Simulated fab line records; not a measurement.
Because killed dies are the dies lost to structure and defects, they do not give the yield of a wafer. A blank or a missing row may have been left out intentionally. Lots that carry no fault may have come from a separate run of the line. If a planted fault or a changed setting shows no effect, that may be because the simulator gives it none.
Struck lot and sound lot, side by side | flow nand harc | 15 steps out of a route of 1159
Sound: these wafers, L302.2, L302.3, L302.4. The struck wafers were L314.1, L314.2, L314.6. The cause comes at the end.
Per side, at each step with rows, come the tool, then ch with its chambers, and then its first start. Under that, the readings that differ: sound wafers | struck wafers | difference of the means | sigmas: that difference in standard deviations of wafers without a fault.
alike: words and numbers the same on both sides, and readings whose means are apart by under 2 such deviations; not compared: readings that were withheld, readings missing a value for some wafer, numbers with overlapping values and no deviation given by the record, and bounds like >300 which may hide the same value.
The two part at a step that has a row with sigmas, a row that says differs or no value, or rows on one side only. Non-overlapping numbers with no deviation appear without sigmas and do not part them. A reading missing from all wafers of one side parts the sides only when that side holds two or more wafers.

first, 2 steps without rows for these wafers: NHARC_A_CONTACT_STRIP_104 (strips in CF4/CHF3); NHARC_A_CONTACT_STRIP_105 (strips in O2/COS).
NHARC_A_CONTACT_ETCH_106: etches the open film in CF4/O2, target depth 60 nm, overetch 6 nm, time 33 s.
  sound on rie diel-01 ch 0,1,2, day 18 06:10; struck on rie diel-13 ch 0,1, day 20 14:55
  alike: drypump motor current A, oes product au, rf vpp V, showerhead plenum p Torr, throttle valve pct
  not compared: rf hours counter h
NHARC_A_CONTACT_STRIP_82: strips in O2.
  sound on rie diel-01 ch 0,2,3; struck on rie diel-13 ch 1,2,3
  alike: drypump motor current A, oes product au, rf vpp V, showerhead plenum p Torr, throttle valve pct
  not compared: rf hours counter h
then, 1 step without rows for these wafers: NHARC_A_CONTACT_STRIP_83 (strips in post etch residue remover, time 600 s).
NHARC_A_CONTACT_DEP_84: deposits aC, target thk 2000 nm.
  sound on acl dep-02 ch 0, day 18 10:46; struck on acl dep-01 ch 0, day 20 16:27
  alike: throttle valve pct
NHARC_A_CONTACT_DEP_85: deposits SiON, target thk 50 nm.
  sound on pecvd-03 ch 0,1, day 18 11:49; struck on pecvd-02 ch 0,2, day 20 17:44
  alike: heater power w
then, 5 steps without rows for these wafers: NHARC_A_CONTACT_DEHYDRATE_00 (time 120 s); NHARC_A_CONTACT_HMDS_01 (time 30 s); NHARC_A_CONTACT_COAT_86 (time 75 s); NHARC_A_CONTACT_COAT_87 (time 65 s); NHARC_A_CONTACT_COAT_02 (resist thk 90 nm).
NHARC_A_CONTACT_SOFTBAKE_03: time 55 s.
  sound on litho track-04 ch 0, day 18 12:00; struck on litho track-04 ch 0, day 20 18:00
  reading                  | sound                | struck               | difference | sigmas
  heater power total W (W) | 188.50 188.52 188.28 | 209.01 208.96 209.19 | +20.62     | +99 or more
then, 2 steps without rows for these wafers: NHARC_A_CONTACT_EBR_04; NHARC_END_SORT_01.

== WHERE THEY PART ==
NHARC_A_CONTACT_SOFTBAKE_03 only, going by this record.

WHY: what had been put in by the simulator
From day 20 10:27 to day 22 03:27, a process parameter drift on litho track-04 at NHARC_A_CONTACT_SOFTBAKE_03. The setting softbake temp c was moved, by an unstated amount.
